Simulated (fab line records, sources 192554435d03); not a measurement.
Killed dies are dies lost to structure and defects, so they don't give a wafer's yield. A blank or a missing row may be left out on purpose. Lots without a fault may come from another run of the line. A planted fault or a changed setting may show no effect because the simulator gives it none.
Which tool did it? | flow n5_finfet | 7 lots, 20 wafers sampled, at 5 steps of a route of 1938

WHAT THE GAUGES READ, wafer by wafer
N5_SDB_INSPECT_36: inspects for defects (darkfield).
lot  | measured    | on                | raw_defect_count
L308 | day 4 03:07 | defect_inspect-01 | 92 61 65
L310 | day 4 17:17 | defect_inspect-02 | 91 62 34
L312 | day 5 03:52 | defect_inspect-01 | 36 31 32
L314 | day 5 17:48 | defect_inspect-02 | 49 23
L317 | day 6 09:49 | defect_inspect-02 | 55 69 102
L322 | day 7 19:32 | defect_inspect-01 | 20 42 21
L325 | day 8 09:31 | defect_inspect-02 | 31 31 22

WHICH TOOL RAN EACH LOT (tool, then ch and the chambers of the sampled wafers, then the start)
lot  | N5_SDB_ETCH_18                    | N5_SDB_HM_OPEN_20                 | N5_SDB_STRIP_22                     | N5_SDB_CMP_30
L308 | rie_diel-04 ch 0,2,3, day 3 23:17 | rie_diel-04 ch 0,2,3, day 3 23:26 | plasma_asher-02 ch 0,1, day 3 23:37 | cmp-03 ch 0,1, day 4 02:48
L310 | rie_diel-02 ch 0,1,3, day 4 13:11 | rie_diel-02 ch 0,1,3, day 4 13:20 | plasma_asher-01 ch 0,1, day 4 13:25 | cmp-03 ch 0,1, day 4 17:01
L312 | rie_diel-02 ch 0,1,3, day 5 00:04 | rie_diel-02 ch 0,1,3, day 5 00:14 | plasma_asher-01 ch 0,1, day 5 00:21 | cmp-04 ch 0,2,3, day 5 03:37
L314 | rie_diel-06 ch 0,3, day 5 13:55   | rie_diel-06 ch 0,3, day 5 14:08   | plasma_asher-02 ch 0,1, day 5 14:15 | cmp-04 ch 1, day 5 17:29
L317 | rie_diel-06 ch 0,3, day 6 05:50   | rie_diel-06 ch 0,3, day 6 05:59   | plasma_asher-02 ch 0,1, day 6 06:07 | cmp-01 ch 0,1,2, day 6 09:29
L322 | rie_diel-04 ch 0,3, day 7 15:46   | rie_diel-04 ch 0,3, day 7 15:55   | plasma_asher-01 ch 0,1, day 7 15:59 | cmp-01 ch 0,1,3, day 7 19:17
L325 | rie_diel-04 ch 0,1,3, day 8 05:43 | rie_diel-04 ch 0,1,3, day 8 05:52 | plasma_asher-01 ch 0, day 8 05:57   | cmp-03 ch 0,2,3, day 8 09:17
- N5_SDB_ETCH_18: etches SOC in N2/H2, target depth 100 nm, overetch 20 nm, time 150 s.
- N5_SDB_HM_OPEN_20: chemistry CH3F/O2, target SiNx, stops on poly-Si, target depth 24 nm.
- N5_SDB_STRIP_22: strips in N2/H2.
- N5_SDB_CMP_30: polishes, stops on poly-Si, t overpolish 1.54 s, target thk 30 nm.

THE ANSWER, worked out from the rows above alone
Rule: what is usual is taken from the lots themselves. Put in order of their means at a reading, lots are off if they are a third of the lots or fewer, leave a main group of 4 or more, and stand apart from it by a gap of 3 or more times the standard deviation of the main group's means; of several such gaps the widest counts. A main group whose means are all the same, to the digits that the tables above print for the reading, isn't used. A lot without any number at a reading at which 4 lots or more have one is off too. The other lots that the step has rows for count as sound.
No lot is off at any reading shown: from this, nothing can be told.

WHAT THE SIMULATOR HAD PUT IN
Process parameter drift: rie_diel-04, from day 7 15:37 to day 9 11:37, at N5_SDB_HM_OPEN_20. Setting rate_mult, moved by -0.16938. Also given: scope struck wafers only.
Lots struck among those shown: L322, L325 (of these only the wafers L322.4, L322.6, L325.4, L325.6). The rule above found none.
